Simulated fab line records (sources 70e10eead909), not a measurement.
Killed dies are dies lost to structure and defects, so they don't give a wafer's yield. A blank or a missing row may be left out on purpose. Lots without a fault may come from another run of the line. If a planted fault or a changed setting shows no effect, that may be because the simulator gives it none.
Matching of chambers / flow nand_harc / NHARC_P_BONDPAD_STRIP_15 on rie_diel-01 has 4 sister chambers
The step strips in O2. 4 wafers are shown with their chamber, then 12 later ones without.

WAFERS WITH THEIR CHAMBER
wafer=L089.1; chamber=3; showerhead_plenum_p_Torr (Torr)=3.30
wafer=L091.2; chamber=1; showerhead_plenum_p_Torr (Torr)=3.54
wafer=L091.3; chamber=2; showerhead_plenum_p_Torr (Torr)=3.50
wafer=L091.4; chamber=0; showerhead_plenum_p_Torr (Torr)=3.76

WAFERS MISSING THEIR CHAMBER
wafer=L094.1; showerhead_plenum_p_Torr (Torr)=3.50
wafer=L094.2; showerhead_plenum_p_Torr (Torr)=3.30
wafer=L094.4; showerhead_plenum_p_Torr (Torr)=3.30
wafer=L095.1; showerhead_plenum_p_Torr (Torr)=3.50
wafer=L095.3; showerhead_plenum_p_Torr (Torr)=3.76
wafer=L095.4; showerhead_plenum_p_Torr (Torr)=3.50
wafer=L096.1; showerhead_plenum_p_Torr (Torr)=3.53
wafer=L096.3; showerhead_plenum_p_Torr (Torr)=3.76
wafer=L096.5; showerhead_plenum_p_Torr (Torr)=3.53
wafer=L096.2; showerhead_plenum_p_Torr (Torr)=3.50
wafer=L096.4; showerhead_plenum_p_Torr (Torr)=3.30
wafer=L096.6; showerhead_plenum_p_Torr (Torr)=3.76

WHICH CHAMBER EACH WENT THROUGH
wafer=L094.1; from the rows above=2; in truth=2
wafer=L094.2; from the rows above=3; in truth=3
wafer=L094.4; from the rows above=3; in truth=3
wafer=L095.1; from the rows above=2; in truth=2
wafer=L095.3; from the rows above=0; in truth=0
wafer=L095.4; from the rows above=2; in truth=2
wafer=L096.1; from the rows above=1; in truth=1
wafer=L096.3; from the rows above=0; in truth=0
wafer=L096.5; from the rows above=1; in truth=1
wafer=L096.2; from the rows above=2; in truth=2
wafer=L096.4; from the rows above=3; in truth=3
wafer=L096.6; from the rows above=0; in truth=0
12 of 12 placed correctly. From these rows, 0 cannot be placed. Number placed wrongly: 0.
How it was worked out, from the rows above alone: a wafer's distance from a chamber is the root of the sum, over the readings, of the square of ((its reading less the chamber's mean) divided by the reading's scatter). The wafer belongs to the nearest chamber; if the next one is less than 2 further off, it can't be placed. A chamber's mean is the mean of its shown wafers. The scatter: with one shown wafer a chamber, the root of the mean of the squares of how far each hidden wafer lies from its nearest shown one.
